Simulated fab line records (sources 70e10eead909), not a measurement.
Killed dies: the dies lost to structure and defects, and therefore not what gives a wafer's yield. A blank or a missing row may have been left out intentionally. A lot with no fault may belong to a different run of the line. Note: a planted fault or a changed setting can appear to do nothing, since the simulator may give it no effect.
Matching of chambers    flow nand harc    NHARC_A_CHANNEL_HOLE_D1_DEP_01 on pecvd-03 has 3 sister chambers
The step deposits SiON, target thk 140 nm. 14 wafers are shown with their chamber, then 7 later ones without.

== WAFERS WITH THEIR CHAMBER ==
wafer   chamber  heater power w (W)  chamber pressure Torr (Torr)
L205.2  1        748                 3.505
L205.3  2        700                 3.508
L205.4  1        768                 3.510
L208.3  0        854                 3.505
L208.5  1        724                 3.491
L208.6  2        791                 3.499
L210.2  1        673                 3.488
L210.3  2        783                 3.488
L210.4  0        780                 3.516
L209.1  2        723                 3.481
L209.2  1        682                 3.498
L209.5  2        727                 3.489
L212.2  2        767                 3.493
L212.5  0        834                 3.504

SIGNATURES (averages over the wafers above)
reading                chamber 0  chamber 1  chamber 2  scatter within a chamber
heater power w         822.67     719.00     748.50     38.7
chamber pressure Torr  3.50833    3.49840    3.49300    0.00892
Rule: a wafer lies at a distance from a chamber equal to the root of the sum of squares, over the readings, of (its reading less the chamber's mean, divided by the reading's scatter). The wafer belongs to the nearest chamber; if the next one is less than 2 further off, it can't be placed. The scatter: take each reading less its chamber's mean, square it, sum over the shown wafers, divide by the number of wafers less the number of chambers, and take the root.

== WAFERS WITHOUT THEIR CHAMBER ==
wafer   heater power w (W)  chamber pressure Torr (Torr)
L212.6  768                 3.500
L215.1  867                 3.494
L215.2  707                 3.495
L215.3  827                 3.502
L218.1  705                 3.495
L218.2  751                 3.499
L218.4  733                 3.503

== WHICH CHAMBER EACH ONE RAN IN ==
wafer   from the rows above           in truth
L212.6  can't be placed: 2 or 1 or 0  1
L215.1  can't be placed: 0 or 2 or 1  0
L215.2  can't be placed: 1 or 2       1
L215.3  can't be placed: 0 or 2       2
L218.1  can't be placed: 1 or 2       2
L218.2  can't be placed: 2 or 1 or 0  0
L218.4  can't be placed: 1 or 2 or 0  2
Correctly placed: 0 of 7. These rows do not allow placing 7 (true chamber among the candidates in 7). Wrongly placed: 0.
